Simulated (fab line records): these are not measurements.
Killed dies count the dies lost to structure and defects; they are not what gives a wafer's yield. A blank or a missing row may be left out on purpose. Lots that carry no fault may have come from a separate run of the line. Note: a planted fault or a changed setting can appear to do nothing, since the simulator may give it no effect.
Which tool did it? ; flow n5 finfet ; 9 lots, 27 wafers sampled, at 5 steps of a route of 1938

WHAT EACH GAUGE READ, for each wafer
N5_BEOL_M2_INSPECT_13: inspects for defects (brightfield). Usual: raw defect count at 421, with a standard deviation of 91.
lot;measured;on;raw defect count;flag
L121;day 6 10:56;defect inspect-01;323 331 442;
L122;day 6 19:46;defect inspect-01;411 437 418;
L124;day 7 13:56;defect inspect-01;468 389 288;
L129;day 8 09:42;defect inspect-01;563 441 404;
L128;day 8 11:11;defect inspect-02;450 559 514;
L131;day 8 17:53;defect inspect-01;520 542 585;
L132;day 9 02:49;defect inspect-02;298 437 284;
L139;day 10 23:24;defect inspect-02;443 448 387;
L143;day 12 01:27;defect inspect-01;450 346 377;

N5_BEOL_M4_RC_MEAS_101. Usual: DIBL_N 36.3 mV/V, standard deviation 1.6; DIBL_P 36.4 mV/V, standard deviation 1.8; IOFF_N 0.163 nA/um, standard deviation 0.027; IOFF_P 0.22 nA/um, standard deviation 0.033; ION_N 673 uA/um, standard deviation 9.8; ION_P 461 uA/um, standard deviation 6.7; SS_N 71.5 mV/dec, standard deviation 0.58; SS_P 73.4 mV/dec, standard deviation 0.67; VT_N 249.4 mV, standard deviation 2.9; VT_P -250 mV, standard deviation 3.2.
lot;measured;on;DIBL_N (mV/V);DIBL_P (mV/V);IOFF_N (nA/um);IOFF_P (nA/um);ION_N (uA/um);ION_P (uA/um);SS_N (mV/dec);SS_P (mV/dec);VT_N (mV);VT_P (mV);flag
L121;day 7 17:46;prober-01;39.0 38.1 39.1;37.8 36.5 37.2;0.186 0.169 0.187;0.23 0.21 0.21;678 672 677;462 459 455;72.0 71.9 72.7;74.6 74.4 74.4;251.1 250.7 249.9;-251 -252 -253;
L122;day 8 04:22;prober-02;35.5 35.4 35.5;34.6 34.7 34.1;0.154 0.145 0.139;0.19 0.20 0.19;675 678 666;457 458 453;71.2 71.4 71.5;72.3 73.1 72.9;251.5 250.9 252.2;-252 -252 -251;
L124;day 8 20:32;prober-02;34.0 33.9 33.0;34.9 34.1 32.7;0.136 0.123 0.114;0.17 0.16 0.15;671 658 652;456 450 448;71.2 70.3 71.2;73.6 73.3 72.7;250.8 252.9 255.9;-253 -256 -255;
L129;day 9 23:45;prober-02;37.0 34.8 36.4;37.4 35.3 37.1;0.170 0.130 0.159;0.22 0.19 0.22;668 660 673;466 465 467;71.4 71.7 71.2;74.3 73.3 74.1;249.8 251.8 250.8;-250 -250 -249;
L128;day 10 01:15;prober-01;36.8 36.4 36.3;38.3 37.2 37.0;0.174 0.174 0.169;0.24 0.23 0.22;679 680 677;463 462 460;71.3 72.0 71.6;73.7 73.9 74.1;249.1 250.0 249.6;-246 -246 -249;
L131;day 10 16:11;prober-02;38.2 37.4 38.1;38.3 37.8 38.4;0.184 0.169 0.189;0.23 0.21 0.22;677 675 673;464 458 458;72.2 72.1 71.9;73.8 73.3 73.1;245.9 250.3 247.2;-250 -250 -250;
L132;day 10 21:52;prober-01;34.6 36.4 34.9;35.1 36.9 35.2;0.133 0.163 0.141;0.18 0.21 0.18;667 682 678;455 459 460;71.6 71.4 71.6;72.9 74.0 73.0;251.6 250.9 252.4;-254 -252 -253;
L139;day 12 17:44;prober-02;36.6 37.7 36.8;35.9 37.6 37.0;0.169 0.194 0.177;0.22 0.26 0.24;671 683 679;462 471 469;71.8 71.0 71.0;73.7 73.1 73.4;247.0 243.8 244.6;-247 -246 -247;
L143;day 13 18:45;prober-02;38.9 38.2 38.7;37.4 36.0 36.0;0.168 0.142 0.149;0.21 0.20 0.20;682 664 667;466 458 456;71.7 72.2 72.4;73.5 73.3 73.3;249.7 253.7 249.7;-252 -252 -255;

EACH LOT AND THE TOOL THAT RAN IT (in order: tool; ch and the chambers of the sampled wafers; start)
lot;N5_BEOL_M2_DESCUM_16;N5_BEOL_M2_COAT_76;N5_BEOL_M2_ETCH_77
L121;rie diel-05 ch 0,1, day 6 10:58;litho track-03 ch 0, day 6 11:26;rie diel-01 ch 1,2, day 6 11:53
L122;rie diel-01 ch 2,3, day 6 19:47;litho track-03 ch 0, day 6 20:19;rie diel-01 ch 1,2,3, day 6 20:53
L124;rie diel-02 ch 1,2,3, day 7 13:58;litho track-03 ch 0, day 7 14:34;rie diel-05 ch 0,1,3, day 7 15:00
L129;rie diel-01 ch 0,1,3, day 8 09:44;litho track-03 ch 0, day 8 10:19;rie diel-02 ch 1,2,3, day 8 10:48
L128;rie diel-01 ch 1,2,3, day 8 11:13;litho track-04 ch 0, day 8 11:41;rie diel-01 ch 1,3, day 8 12:17
L131;rie diel-01 ch 0,1,3, day 8 17:55;litho track-04 ch 0, day 8 18:23;rie diel-02 ch 0,1, day 8 18:50
L132;rie diel-01 ch 0,3, day 9 03:17;litho track-04 ch 0, day 9 03:45;rie diel-02 ch 1,3, day 9 04:11
L139;rie diel-05 ch 0,1,3, day 10 23:30;litho track-04 ch 0, day 10 23:59;rie diel-05 ch 0,1,3, day 11 00:25
L143;rie diel-05 ch 0,2,3, day 12 01:29;litho track-04 ch 0, day 12 01:58;rie diel-05 ch 0,1,3, day 12 02:50
- N5_BEOL_M2_DESCUM_16: chemistry O2, time 7 s.
- N5_BEOL_M2_COAT_76: time 60 s, resist thk 5 nm.
- N5_BEOL_M2_ETCH_77: etches underlayer in N2/H2, target depth 6.5 nm, time 5.2 s.

AS READ BY THE TOOLS THEMSELVES (means over the sampled wafers that have a number; for cases with no such wafer, the mark the record gives instead)
N5_BEOL_M2_DESCUM_16. Usual: drypump motor current A 5.9 A, standard deviation 0.55; oes product au 0.81 a.u., standard deviation 0.09; rf vpp V 243.5 V, standard deviation 1.5; showerhead plenum p Torr 2.11 Torr, standard deviation 0.079; temp c 40.00 C, standard deviation 0.12; throttle valve pct 20.51 %, standard deviation 0.17.
lot;tool;drypump motor current A (A);oes product au (a.u.);rf vpp V (V);showerhead plenum p Torr (Torr);temp c (C);throttle valve pct (%);flag
L121;rie diel-05;6.6;0.78;244.1;2.14;40.13;20.39;
L122;rie diel-01;6.3;0.77;243.8;2.09;39.99;20.48;
L124;rie diel-02;5.4;0.82;242.6;2.07;39.96;20.39;
L129;rie diel-01;5.6;0.85;243.7;2.09;40.04;20.55;
L128;rie diel-01;6.0;0.79;242.5;2.10;40.03;20.61;
L131;rie diel-01;5.5;0.85;243.1;2.09;40.03;20.55;
L132;rie diel-01;5.3;0.86;242.9;2.07;39.96;20.43;
L139;rie diel-05;6.4;0.79;244.0;2.14;39.94;20.49;
L143;rie diel-05;6.1;0.83;244.3;2.18;40.03;20.56;

N5_BEOL_M2_COAT_76. Usual: chill plate temp C 22.99 C, standard deviation 0.097; plate temp C 204.98 C, standard deviation 0.18; resist line temp C 22.98 C, standard deviation 0.11; spin speed rpm 1499.9 rpm, standard deviation 1.1.
lot;tool;chill plate temp C (C);plate temp C (C);resist line temp C (C);spin speed rpm (rpm);flag
L121;litho track-03;22.95;204.97;22.90;1499.1;
L122;litho track-03;23.10;204.97;22.91;1499.1;
L124;litho track-03;23.02;205.19;22.84;1500.9;
L129;litho track-03;23.00;205.05;23.04;1500.4;
L128;litho track-04;23.11;204.99;22.98;1499.2;
L131;litho track-04;22.85;204.99;23.02;1499.2;
L132;litho track-04;23.03;205.18;23.04;1499.6;
L139;litho track-04;22.95;204.92;22.89;1539.0;OFF
L143;litho track-04;22.89;204.74;23.02;1538.9;OFF

N5_BEOL_M2_ETCH_77. Usual: value, then standard deviation, for each; drypump motor current A 5.9 A / 0.55; etch rf on time s 5.22 s / 0.093; h2 flow sccm 200.0 sccm / 0.56; oes product au 0.69 a.u. / 0.081; rf vpp V 524.3 V / 2.8; showerhead plenum p Torr 2.56 Torr / 0.095; throttle valve pct 17.90 % / 0.19.
lot;tool;drypump motor current A (A);etch rf on time s (s);h2 flow sccm (sccm);oes product au (a.u.);rf vpp V (V);showerhead plenum p Torr (Torr);throttle valve pct (%);flag
L121;rie diel-01;6.3;5.14;200.8;0.73;526.7;2.58;17.95;
L122;rie diel-01;6.1;5.23;199.8;0.68;524.7;2.57;18.01;
L124;rie diel-05;6.5;5.28;200.4;0.71;526.3;2.60;17.86;
L129;rie diel-02;5.4;5.18;199.8;0.68;522.1;2.52;17.83;
L128;rie diel-01;5.6;5.19;199.7;0.68;525.1;2.57;18.16;
L131;rie diel-02;5.8;5.13;199.4;0.80;526.0;2.62;17.62;
L132;rie diel-02;5.6;5.32;200.0;0.62;525.2;2.57;17.95;
L139;rie diel-05;6.4;5.11;200.1;0.67;525.6;2.59;17.91;
L143;rie diel-05;6.4;5.20;200.2;0.67;526.0;2.58;17.91;

THE ANSWER, worked out from the rows above alone
Rule: lot off if the mean of its wafers having a number is beyond 3 standard deviations from the usual mean. Also off: a lot with no number at a reading for which 4 or more lots have one. All remaining lots with rows at the step are treated as sound. The gauges are gone through in route order, then the tools' own readings, and for those a lot's mean is taken as printed above. The first step at which some lot is off is used, and at that step the reading that is off furthest; a lot without a number counts as furthest.
Off: L139, L143 (N5_BEOL_M2_COAT_76, spin speed rpm).
A tool fits if, at that step or a process step before it, it ran every lot that is off, and no sound lot after the first of them. Undecided on this evidence; 2 tools fit (rie diel-05 at N5_BEOL_M2_DESCUM_16, litho track-04 at N5_BEOL_M2_COAT_76).

WHAT THE SIMULATOR HAD PUT IN
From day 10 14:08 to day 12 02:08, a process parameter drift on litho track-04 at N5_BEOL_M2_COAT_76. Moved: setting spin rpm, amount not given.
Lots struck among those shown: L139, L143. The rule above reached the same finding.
